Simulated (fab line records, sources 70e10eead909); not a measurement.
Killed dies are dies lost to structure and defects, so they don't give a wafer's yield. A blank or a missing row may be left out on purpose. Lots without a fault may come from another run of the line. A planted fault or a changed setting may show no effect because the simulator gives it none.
One fault seen from 2 desks | flow nand_harc | each desk has only its own numbers; what lay behind them comes last

THE TOOL OWNER'S DESK: cmp-02
The tool's own readings at NHARC_P_M1_CMP_23 (polishes, t overpolish 20 s, target thk 157.82 nm): means of the sampled wafers that have a number, for each lot that ran on this tool. A lot is out of limits, marked OUT, if its mean lies more than 4 standard deviations from the usual mean; the brackets give that distance.
Columns: A = motor_current_A at NHARC_P_M1_CMP_23, usual 12.4 A; B = slurry_filter_dp_kPa at NHARC_P_M1_CMP_23, usual 13.50 kPa; C = time_to_endpoint_s at NHARC_P_M1_CMP_23, usual 28.4 s
lot  | first seen here | A    | B     | C
L585 | day 7 04:10     | 11.4 | 13.37 | 28.6
L592 | day 10 05:00    | 11.5 | 13.57 | 32.9
L594 | day 10 21:17    | 12.4 | 13.48 | 33.1
L595 | day 11 12:13    | 12.7 | 13.56 | 31.4
L602 | day 14 03:01    | 12.5 | 13.63 | 26.4
L606 | day 15 22:50    | 12.3 | 13.51 | 29.4
This desk's finding: nothing out of limits on any of the 6 lots.

THE DEFECT DESK
What the inspections along the route counted, lot by lot: means of the sampled wafers that have a number. A lot is out of limits, marked OUT, if its mean lies more than 4 standard deviations from the usual mean; the brackets give that distance.
Columns: A = raw_defect_count at NHARC_P_M1_INSPECT_27, usual 290
lot  | first seen here | A
L585 | day 7 04:38     | 197
L592 | day 10 05:28    | 1669 (+14) OUT
L594 | day 10 21:41    | 1292 (+10) OUT
L595 | day 11 12:42    | 1050 (+7.8) OUT
L596 | day 11 18:59    | 221
L598 | day 12 13:34    | 284
L601 | day 13 20:11    | 219
L602 | day 14 03:29    | 311
L603 | day 15 02:50    | 355
L604 | day 15 12:11    | 271
L605 | day 15 16:29    | 344
L606 | day 15 23:15    | 384
This desk's finding: out of limits on L592, L594, L595; first on L592, day 10 05:28 (raw_defect_count at NHARC_P_M1_INSPECT_27). In limits: L585, L596, L598, L601, L602, L603, L604, L605, L606.

PUT TOGETHER
The defect desk could have raised an alarm at day 10 05:28, on L592, L594, L595.
The tool owner's desk saw nothing out of limits.
The tool owner's desk has L592, L594, L595 on record, within its limits.
Of the lots named, all ran NHARC_P_M1_CMP_23 on cmp-02.

WHAT THE SIMULATOR HAD PUT IN
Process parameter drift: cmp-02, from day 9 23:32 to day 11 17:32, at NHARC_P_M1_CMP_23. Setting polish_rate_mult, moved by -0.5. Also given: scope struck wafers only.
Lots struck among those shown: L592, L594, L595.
Hours from the fault's start to each desk's first reading out of limits: the defect desk, 6.
